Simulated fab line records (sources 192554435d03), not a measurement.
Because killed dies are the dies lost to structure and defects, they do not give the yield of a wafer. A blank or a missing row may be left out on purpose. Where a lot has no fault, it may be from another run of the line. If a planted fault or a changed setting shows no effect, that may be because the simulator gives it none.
Chamber matching | flow n5 finfet | 4 sister chambers for N5_BEOL_M1_STRIP_36 on rie diel-01
The step strips in N2/H2. 8 wafers are shown with their chamber, then 8 later ones without.

WAFERS, EACH WITH ITS CHAMBER
wafer  | chamber | showerhead plenum p Torr (Torr) | drypump motor current A (A)
L076.4 | 0       | 2.61                            | 6.1
L076.5 | 3       | 2.43                            | 5.9
L081.5 | 2       | 2.59                            | 5.5
L081.6 | 3       | 2.42                            | 5.9
L085.2 | 2       | 2.59                            | 5.6
L085.3 | 1       | 2.54                            | 6.3
L085.6 | 1       | 2.54                            | 6.2
L087.2 | 0       | 2.61                            | 6.1

WAFERS WITHOUT THEIR CHAMBER
wafer  | showerhead plenum p Torr (Torr) | drypump motor current A (A)
L087.4 | 2.59                            | 5.6
L087.6 | 2.61                            | 6.1
L093.4 | 2.60                            | 6.1
L093.5 | 2.60                            | 6.1
L093.6 | 2.54                            | 6.2
L095.2 | 2.58                            | 5.5
L095.5 | 2.41                            | 5.9
L095.6 | 2.60                            | 6.1

WHICH CHAMBER EACH ONE RAN IN
wafer  | from the rows above | in truth
L087.4 | 2                   | 2
L087.6 | 0                   | 0
L093.4 | 0                   | 0
L093.5 | 0                   | 0
L093.6 | 1                   | 1
L095.2 | 2                   | 2
L095.5 | 3                   | 3
L095.6 | 0                   | 0
Correct placement for 8 of the 8. Number that these rows cannot place: 0. Wrongly placed: 0.
How it was worked out, from the rows above alone: a wafer's distance from a chamber is the root of the sum, over the readings, of the square of ((its reading less the chamber's mean) divided by the reading's scatter). If the next closest chamber is less than 2 further off than the closest, the wafer can't be placed; otherwise it belongs to the closest. Each chamber's mean is taken over the wafers shown for it. The scatter: the root of (the sum of the squares of (reading less its chamber's mean) over the shown wafers, divided by (wafers less chambers)).
